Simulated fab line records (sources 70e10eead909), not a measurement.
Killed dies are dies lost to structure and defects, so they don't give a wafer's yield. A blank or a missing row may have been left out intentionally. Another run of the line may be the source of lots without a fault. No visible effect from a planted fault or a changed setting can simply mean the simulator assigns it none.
Struck lot and sound lot, side by side    flow nand harc    21 steps out of a route of 1159
Sound: these wafers, L253.1, L253.5, L253.6. Wafers struck: L259.1, L259.3, L259.5. The cause comes at the end.
Each step with rows lists, per side, the tool, then ch with its chambers, then its first start. Under that, the readings that differ: sound wafers    struck wafers    difference of the means    sigmas: that difference in standard deviations of wafers without a fault.
alike: words and numbers the same on both sides, and readings whose means are apart by under 2 such deviations; not compared: readings that were withheld, readings missing a value for some wafer, numbers with overlapping values and no deviation given by the record, and bounds like >300 which may hide the same value.
The two part at a step that has a row with sigmas, a row that says differs or no value, or rows on one side only. When numbers do not overlap yet have no deviation, they are printed without sigmas and do not part them. Lack of a reading on every wafer of one side parts them only where that side has two or more wafers.

first, 5 steps without rows for these wafers: NHARC_P_GATE_STRIP_15 (strips in SPM, time 780 s); NHARC_P_GATE_PRECLEAN_71 (cleans in SC1); NHARC_P_GATE_SRD_72; NHARC_P_GATE_OXIDE_16 (material SiO2, target thk 3 nm, ox time 392 s); NHARC_P_GATE_CVD_17 (deposits poly-Si, target thk 150 nm, time 900 s).
NHARC_P_GATE_HM_DEP_102: deposits aC, target thk 120 nm.
  sound on acl dep-02 ch 0, day 5 22:12; struck on acl dep-03 ch 0, day 6 22:41
  alike: throttle valve pct
NHARC_P_GATE_DEP_103: deposits SiON, target thk 30 nm.
  sound on pecvd-04 ch 0,2, day 5 22:52; struck on pecvd-03 ch 0,1,2, day 6 23:25
  alike: heater power w, rf fwd power W
  not compared: since wet clean h
then, 5 steps without rows for these wafers: NHARC_P_GATE_DEHYDRATE_18 (time 120 s); NHARC_P_GATE_HMDS_19 (time 30 s); NHARC_P_GATE_COAT_20 (resist thk 90 nm); NHARC_P_GATE_SOFTBAKE_21 (time 55 s); NHARC_P_GATE_EBR_22.
NHARC_P_GATE_EXPOSE_23: exposes mask P GATE, target cd 120 nm.
  sound on arfi scanner-03 ch 0, day 5 23:16; struck on arfi scanner-01 ch 0, day 6 23:50
reading  sound                       struck                               difference  sigmas
mask     P_GATE#0 P_GATE#0 P_GATE#0  P_GATE_R1#0 P_GATE_R1#0 P_GATE_R1#0  differs     
then, 2 steps without rows for these wafers: NHARC_P_GATE_PEB_24 (peb time 65 s); NHARC_P_GATE_DEVELOP_25 (develop time 35 s).
NHARC_P_GATE_CD_MEAS_26: target cd 120 nm.
  sound on cd sem-03 ch 0, day 5 23:25; struck on cd sem-02 ch 0, day 6 23:59
reading     sound              struck             difference  sigmas
cd nm (nm)  120.0 119.7 119.8  116.5 117.2 117.1  -2.9        -6
NHARC_P_GATE_OVL_MEAS_27:
  sound on overlay-01, day 5 23:30; struck on overlay-01, day 7 00:04
  alike: overlay x nm, overlay y nm
NHARC_P_GATE_INSPECT_28:
  sound on defect inspect-01, day 5 23:32; struck on defect inspect-02, day 7 00:06
  alike: raw defect count
NHARC_P_GATE_DESCUM_31: chemistry O2, time 3 s.
  sound on rie diel-03 ch 2,3, day 5 23:36; struck on rie diel-03 ch 0,1,3, day 7 00:10
reading                  sound              struck             difference  sigmas
model.P_GATE.cd nm (nm)  120.6 119.9 120.8  116.7 117.4 117.4  -3.3        
  alike: drypump motor current A, o2 flow sccm, oes product au, rf vpp V, showerhead plenum p Torr, throttle valve pct
  not compared: rf hours counter h
NHARC_P_GATE_ETCH_104: etches the open film in CF4/CHF3, target depth 60 nm.
  sound on rie diel-03 ch 0,1,3, day 5 23:42; struck on rie diel-03 ch 0,2, day 7 00:23
reading                  sound            struck             difference  sigmas
model.P_GATE.cd nm (nm)  121.2 120.7 121  117.6 117.7 118.2  -3.1        
  alike: drypump motor current A, oes product au, rf fwd power W, rf vpp V, showerhead plenum p Torr, throttle valve pct
NHARC_P_GATE_HM_OPEN_105: chemistry O2/COS, target depth 360 nm.
  sound: rie diel-03 ch 0,1,3; struck: rie diel-03 ch 0,2
reading                 sound                 struck                difference  sigmas
throttle valve pct (%)  28.343 28.334 28.347  28.317 28.318 28.314  -0.025      -3
  alike: drypump motor current A, o2 flow sccm, oes product au, rf fwd power W, rf vpp V, showerhead plenum p Torr
  not compared: rf hours counter h

== WHERE THEY PART ==
Earliest at NHARC_P_GATE_EXPOSE_23; latest, in this record, at NHARC_P_GATE_HM_OPEN_105.

WHY: the cause the simulator had injected
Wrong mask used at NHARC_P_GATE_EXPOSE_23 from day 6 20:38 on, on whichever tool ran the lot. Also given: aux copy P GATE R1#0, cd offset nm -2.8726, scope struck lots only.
